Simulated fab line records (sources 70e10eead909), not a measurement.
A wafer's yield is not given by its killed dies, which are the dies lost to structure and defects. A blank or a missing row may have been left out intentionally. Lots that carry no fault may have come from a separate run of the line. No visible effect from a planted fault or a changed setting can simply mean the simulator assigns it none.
A struck lot beside a sound one -- flow nandHarc -- 43 steps out of a route of 1302
Sound: the wafers L805.2, L805.4, L805.6. Struck: wafers L799.2, L799.3, L799.6. The cause is named last.
For every step that has rows: the tool of each side, followed by ch and its chambers, followed by its first start. Under that, the readings that differ: sound wafers -- struck wafers -- difference of the means -- sigmas: that difference in standard deviations of wafers without a fault.
alike: words and numbers the same on both sides, and readings whose means are apart by under 2 such deviations; not compared: readings that were withheld, readings missing a value for some wafer, numbers with overlapping values and no deviation given by the record, and bounds like >300 which may hide the same value.
A row with sigmas, a row that says differs or no value, or rows on one side alone: a step with any of these is where the two part. Numbers that don't overlap but have no deviation are shown without sigmas and don't part them. A reading that every wafer of one side lacks parts them only if that side has two wafers or more.

NHARC_P_GATE_ALD_36: deposits SiNx, target thk 20 nm, pulse time 60 s, ald cycles 223.
  sound on aldSin-01 ch 2,3, day 11 04:31; struck on aldSin-04 ch 1,2, day 8 15:46
  alike: heaterPowerOuterW, heaterPowerW, precursorPulseHeightRel
  not compared: sinceWetCleanH
then, 1 step without rows for these wafers: NHARC_P_GATE_ETCHBACK_37 (etches the open film in CHF3/O2, target depth 34.5 nm, time 17.2 s).
NHARC_P_GATE_STRIP_101: strips in O2, time 20 s.
  sound on rieDiel-02 ch 2,3, day 11 14:04; struck on rieDiel-13 ch 1,3, day 9 03:35
reading,sound,struck,difference,sigmas
oesProductAu (a.u.),0.992 0.988 0.992,1.008 1.004 1.010,+0.017,+2
  alike: drypumpMotorCurrentA, rfVppV, showerheadPlenumPTorr, throttleValvePct
  not compared: rfHoursCounterH
then, 9 steps without rows for these wafers: NHARC_P_GATE_PRECLEAN_97 (cleans in SPM, time 600 s); NHARC_P_GATE_SRD_98; NHARC_P_GATE_PRECLEAN_99 (cleans in SC1); NHARC_P_GATE_SRD_100; NHARC_P_GATE_DEHYDRATE_38 (time 120 s); NHARC_P_GATE_HMDS_39 (time 30 s); NHARC_P_GATE_COAT_40; NHARC_P_GATE_SOFTBAKE_41 (time 95 s); NHARC_P_GATE_EBR_42.
NHARC_P_GATE_EXPOSE_43: exposes mask P NSD, target cd 720 nm.
  sound on krfScanner-04 ch 0, day 11 14:43; struck on krfScanner-01 ch 0, day 9 04:22
reading,sound,struck,difference,sigmas
model.P_GATE.overlayXNm (nm),0.9503 0.9503 0.9503,-112.8 -112.8 -112.8,-113.8,
  alike: mask, exposureDoseMJCm2
then, 2 steps without rows for these wafers: NHARC_P_GATE_PEB_44 (peb time 85 s); NHARC_P_GATE_DEVELOP_45 (time 70 s).
NHARC_P_GATE_CD_MEAS_46: the cd target is 720 nm.
  sound on cdSem-03 ch 0, day 11 14:52; struck on cdSem-02 ch 0, day 9 04:31
  alike: cdNm
then, 1 step without rows for these wafers: NHARC_P_GATE_HARDBAKE_47 (time 80 s).
NHARC_P_GATE_DESCUM_48: chemistry O2, time 3 s.
  sound on rieDiel-13 ch 0,1,2, day 11 15:01; struck on rieDiel-13 ch 0,2,3, day 9 04:41
  alike: drypumpMotorCurrentA, oesProductAu, rfVppV, showerheadPlenumPTorr, throttleValvePct
  not compared: rfHoursCounterH
then, 1 step without rows for these wafers: NHARC_P_GATE_IMPLANT_49.
NHARC_P_GATE_STRIP_111: strips in N2/H2, time 250 s.
  sound on plasmaAsher-01 ch 0,1, day 11 15:26; struck on plasmaAsher-01 ch 0,1, day 9 05:02
  alike: drypumpMotorCurrentA, heaterPowerW, tempC
  not compared: rfHoursCounterH
then, 10 steps without rows for these wafers: NHARC_P_GATE_STRIP_75 (strips in O2); NHARC_P_GATE_STRIP_50 (strips in SPM, time 900 s); NHARC_P_GATE_DEHYDRATE_51 (time 120 s); NHARC_P_GATE_HMDS_52 (time 30 s); NHARC_P_GATE_COAT_53; NHARC_P_GATE_SOFTBAKE_54 (time 95 s); NHARC_P_GATE_EBR_55; NHARC_P_GATE_EXPOSE_56 (exposes mask P PSD, target cd 720 nm); NHARC_P_GATE_PEB_57 (peb time 85 s); NHARC_P_GATE_DEVELOP_58 (time 70 s).
NHARC_P_GATE_CD_MEAS_59: the cd target is 720 nm.
  sound on cdSem-02 ch 0, day 11 16:37; struck on cdSem-02 ch 0, day 9 06:16
  alike: cdNm
then, 1 step without rows for these wafers: NHARC_P_GATE_HARDBAKE_60 (time 80 s).
NHARC_P_GATE_DESCUM_61: chemistry O2, time 3 s.
  sound on rieDiel-02 ch 2,3, day 11 16:46; struck on rieDiel-02 ch 0,1,2, day 9 06:27
  alike: drypumpMotorCurrentA, oesProductAu, rfVppV, showerheadPlenumPTorr, throttleValvePct
  not compared: rfHoursCounterH
then, 9 steps without rows for these wafers: NHARC_P_GATE_IMPLANT_62; NHARC_P_GATE_STRIP_112 (strips in N2/H2, time 200 s); NHARC_P_GATE_STRIP_76 (strips in O2); NHARC_P_GATE_STRIP_63 (strips in SPM, time 900 s); NHARC_P_GATE_DEHYDRATE_83 (time 120 s); NHARC_P_GATE_HMDS_84 (time 30 s); NHARC_P_GATE_COAT_85; NHARC_P_GATE_SOFTBAKE_86 (time 95 s); NHARC_P_GATE_EBR_87.
-- jump in the record: it breaks off in module P_GATE and resumes in module END (first step shown: number 1302 of the route), and 20 days separate the struck wafers' starts before and after --
NHARC_END_SORT_01:
  at this point the record logs the struck wafers (prober-02 ch 0, day 29 09:52) and has no rows for the sound ones

== WHERE THEY PART ==
At NHARC_P_GATE_STRIP_101 first; at NHARC_END_SORT_01 last (within this record only).

WHY: what had been put in by the simulator
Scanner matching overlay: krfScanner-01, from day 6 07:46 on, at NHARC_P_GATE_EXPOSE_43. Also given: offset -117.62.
